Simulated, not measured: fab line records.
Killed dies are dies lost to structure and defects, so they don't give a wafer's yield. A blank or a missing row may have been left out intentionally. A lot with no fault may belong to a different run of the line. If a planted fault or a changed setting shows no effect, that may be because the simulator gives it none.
Chamber matching -- flow n5_finfet -- rie_diel-02 running N5_HKMG_FIN_ETCH_35: 4 sister chambers
The step etches SOC in N2/H2, target depth 215.8 nm, time 243.4 s. 14 wafers are shown with their chamber, then 7 later ones without.

== EACH WAFER AND ITS CHAMBER ==
wafer,chamber,drypump_motor_current_A (A),showerhead_plenum_p_Torr (Torr),throttle_valve_pct (%)
L079.1,3,5.2,2.58,18.0
L079.2,2,6.3,2.67,17.5
L079.3,1,5.0,2.70,17.9
L080.2,2,6.4,2.67,17.5
L080.4,1,5.0,2.70,17.9
L080.5,2,6.4,2.67,17.5
L082.1,0,4.9,2.56,17.9
L082.4,3,5.2,2.57,18.0
L082.6,1,4.9,2.70,17.8
L085.1,3,5.2,2.57,18.0
L085.2,0,4.9,2.56,17.9
L085.3,1,5.0,2.69,17.9
L090.1,3,5.2,2.57,18.0
L090.2,2,6.3,2.66,17.5

SIGNATURES, as means of the wafers listed above
reading,chamber 0,chamber 1,chamber 2,chamber 3,scatter within a chamber
drypump_motor_current_A,4.900,4.975,6.350,5.200,0.0418
showerhead_plenum_p_Torr,2.5600,2.6975,2.6675,2.5725,0.00474
throttle_valve_pct,17.900,17.875,17.500,18.000,0.0274
Rule: a wafer's distance from a chamber is the root of the sum, over the readings, of the square of ((its reading less the chamber's mean) divided by the reading's scatter). The wafer belongs to the nearest chamber; if the next one is less than 2 further off, it can't be placed. The scatter is the square root of a quotient: the sum, over the shown wafers, of each reading's squared deviation from its chamber's mean, divided by wafers minus chambers.

== WAFERS WITHOUT THEIR CHAMBER ==
wafer,drypump_motor_current_A (A),showerhead_plenum_p_Torr (Torr),throttle_valve_pct (%)
L090.3,5.0,2.69,17.9
L094.2,4.9,2.56,17.9
L094.3,6.4,2.66,17.5
L094.5,5.0,2.69,17.9
L096.1,4.9,2.55,17.9
L096.4,6.4,2.65,17.6
L096.6,4.9,2.55,17.9

== THE CHAMBER EACH PASSED THROUGH ==
wafer,from the rows above,in truth
L090.3,1,1
L094.2,0,0
L094.3,2,2
L094.5,1,1
L096.1,0,0
L096.4,2,2
L096.6,0,0
7 of 7 placed correctly. Number that these rows cannot place: 0. Number placed wrongly: 0.
